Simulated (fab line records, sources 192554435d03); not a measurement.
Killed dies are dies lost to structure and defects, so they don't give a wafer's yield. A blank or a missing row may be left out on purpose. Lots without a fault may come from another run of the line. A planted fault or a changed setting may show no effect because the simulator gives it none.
Problem report in the 8D (eight disciplines) form, filled by code | flow n5_finfet | the parts of the form that need people (team, actions taken, sign-off) are left out

1. THE PROBLEM
run_length_s at N5_BEOL_M3_ETCH_70 reads a mean of 100.2 s on 4 wafers of 3 lots; wafers without a fault read 143.1 s with a standard deviation of 0.48. That is -89 standard deviations from the usual mean.
The step: etches SOC in N2/H2, target depth 80 nm, overetch 16 nm, time 120 s.
First seen on wafer L607.2, day 9 23:26, on rie_diel-01. The record holds 19 wafers of 7 lots with a number at this step. Rule for "out", or "out of limits": more than 4 standard deviations from the usual mean. The other wafers with a number count as sound.

2. WHAT IT IS AND WHAT IT IS NOT
question                    | is                             | is not
which readings at this step | run_length_s                   | drypump_motor_current_A, rf_vpp_V, showerhead_plenum_p_Torr, throttle_valve_pct
which lots                  | L607, L608, L609               | L604, L605, L617, L620
which wafers of those lots  | L607.2, L608.2, L609.2, L609.6 | L607.4, L608.1, L609.3
read on which tools         | rie_diel-01                    | rie_diel-06
when                        | from day 9 23:26               | up to then (7 sound wafers); but 8 sound wafers of L608, L609, L617, L620 came after

3. SUSPECTS, AND WHAT RULES EACH OUT
Counting: a tool at a process step up to the reading stays a suspect if it ran every lot that is out. Sound lots after the first of them don't rule it out here, since some wafers of a struck lot are sound.
- rie_diel-01 at N5_BEOL_M3_ETCHBACK_99 (etches SiO2 in CHF3, target depth 5 nm, time 10.4 s): kept. It ran every lot that is out, first L607 (day 9 23:24); its last sound lot up to then is L605 (day 9 11:25).
- rie_diel-01 at N5_BEOL_M3_ETCH_70 (etches SOC in N2/H2, target depth 80 nm, overetch 16 nm, time 120 s): kept. It ran every lot that is out, first L607 (day 9 23:26); its last sound lot up to then is L605 (day 9 11:27). Its own readings are out on those wafers: run_length_s.
Left after counting: rie_diel-01 at N5_BEOL_M3_ETCHBACK_99, rie_diel-01 at N5_BEOL_M3_ETCH_70.

4. THE CAUSE (what the simulator had put in)
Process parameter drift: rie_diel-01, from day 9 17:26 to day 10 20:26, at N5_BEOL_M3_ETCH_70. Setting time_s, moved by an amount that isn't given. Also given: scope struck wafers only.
Counting left 2 suspects, and this tool is among them.

5. THE CHAIN OF EFFECTS, in route order
Each row: a reading whose mean over the struck wafers that have a number lies more than 3 standard deviations from the usual. Only readings for which the record gives a usual standard deviation are gone through. hours: the time from each lot's start at the first step in this table that gives one to its start at this step, as a median over the lots. sigmas: the change in usual standard deviations.
hours | step               | reading      | usual   | on struck wafers | change | sigmas
0     | N5_BEOL_M3_ETCH_70 | run_length_s | 143.1 s | 100.2            | -42.8  | -89
The process steps in it:
- N5_BEOL_M3_ETCH_70: etches SOC in N2/H2, target depth 80 nm, overetch 16 nm, time 120 s.
Later measuring or inspecting steps at which every struck wafer that the step has a row for has a number for every such reading, and none has moved that far: N5_BEOL_M4_RC_MEAS_101.

6. WHAT WOULD HAVE CAUGHT IT SOONER
In this record the first reading out of limits was taken at day 9 23:26, 6 hours after the fault began at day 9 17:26.
